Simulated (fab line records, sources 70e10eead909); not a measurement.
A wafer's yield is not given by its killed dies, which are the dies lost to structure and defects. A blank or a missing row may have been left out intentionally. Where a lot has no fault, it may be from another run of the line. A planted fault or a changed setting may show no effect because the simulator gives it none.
What tool caused it? | flow nandHarc | Sampling: 12 lots, 36 wafers, 3 of 1159 route steps

## WHAT EACH GAUGE READ, for each wafer
NHARC_P_GATE_CD_MEAS_59 targets a cd of 720 nm.
lot  | measured     | on       | cdNm (nm)
L075 | day 5 17:49  | cdSem-02 | 718.5 720.4 719.4
L076 | day 6 02:10  | cdSem-03 | 715.6 717.9 717.3
L078 | day 6 10:31  | cdSem-01 | 717.3 718.2 718.9
L081 | day 7 01:06  | cdSem-01 | 718.7 721.3 719.7
L083 | day 7 05:31  | cdSem-03 | 719.4 719.1 717.9
L084 | day 7 20:02  | cdSem-01 | 714.7 717.4 716.9
L087 | day 8 17:27  | cdSem-01 | 722.3 720.6 720.7
L090 | day 9 07:44  | cdSem-01 | 723.5 721.3 721.4
L092 | day 9 19:11  | cdSem-03 | 720.3 717.9 719.0
L093 | day 10 00:13 | cdSem-03 | 718.8 717.1 717.4
L095 | day 10 15:01 | cdSem-02 | 723.6 721.6 724.1
L096 | day 10 15:40 | cdSem-01 | 719.8 718.8 719.2

## EACH LOT AND THE TOOL THAT RAN IT (in order: tool; ch and the chambers of the sampled wafers; start)
lot  | NHARC_P_GATE_ALD_36             | NHARC_P_GATE_ETCHBACK_37
L075 | aldSin-01 ch 1,3, day 5 03:11   | rieDiel-11 ch 0,1,2, day 5 17:49 or earlier
L076 | aldSin-01 ch 0,2,3, day 5 14:47 | rieDiel-07 ch 0,1, day 6 02:10 or earlier
L078 | aldSin-03 ch 0,2,3, day 6 00:22 | rieDiel-11 ch 0,1,3, day 6 10:31 or earlier
L081 | aldSin-03 ch 0,3, day 6 12:47   | rieDiel-05 ch 1,2, day 7 01:06 or earlier
L083 | aldSin-01 ch 0,2, day 6 18:11   | rieDiel-05 ch 0,1,3, day 7 05:31 or earlier
L084 | aldSin-04 ch 1,2,3, day 7 10:55 | rieDiel-05 ch 1,2, day 7 20:02 or earlier
L087 | aldSin-01 ch 0,1,2, day 8 05:47 | rieDiel-05 ch 0,1,2, day 8 17:27 or earlier
L090 | aldSin-01 ch 0,1,2, day 8 15:12 | rieDiel-07 ch 1,2, day 9 07:44 or earlier
L092 | aldSin-04 ch 0,1, day 9 06:43   | rieDiel-05 ch 0,2,3, day 9 19:11 or earlier
L093 | aldSin-03 ch 1,3, day 9 13:04   | rieDiel-05 ch 0,2,3, day 10 00:13 or earlier
L095 | aldSin-01 ch 0,3, day 10 02:34  | rieDiel-05 ch 0,1,2, day 10 15:01 or earlier
L096 | aldSin-04 ch 0,1, day 10 04:30  | rieDiel-05 ch 0,2, day 10 15:40 or earlier
- NHARC_P_GATE_ALD_36: deposits SiNx, target thk 20 nm, pulse time 60 s, ald cycles 223.
- NHARC_P_GATE_ETCHBACK_37: etches the open film in CHF3/O2, target depth 34.5 nm, time 17.2 s.

## THE ANSWER, worked out from the rows above alone
Rule: what is usual is taken from the lots themselves. Put in order of their means at a reading, lots are off if they are a third of the lots or fewer, leave a main group of 4 or more, and stand apart from it by a gap of 3 or more times the standard deviation of the main group's means; of several such gaps the widest counts. Not used: any main group whose means are identical at the precision the tables above print for the reading. A lot without any number at a reading at which 4 lots or more have one is off too. Any other lot the step has rows for is counted as sound.
No lot is off at any reading shown: from this, nothing can be told.

## WHAT THE SIMULATOR PUT IN
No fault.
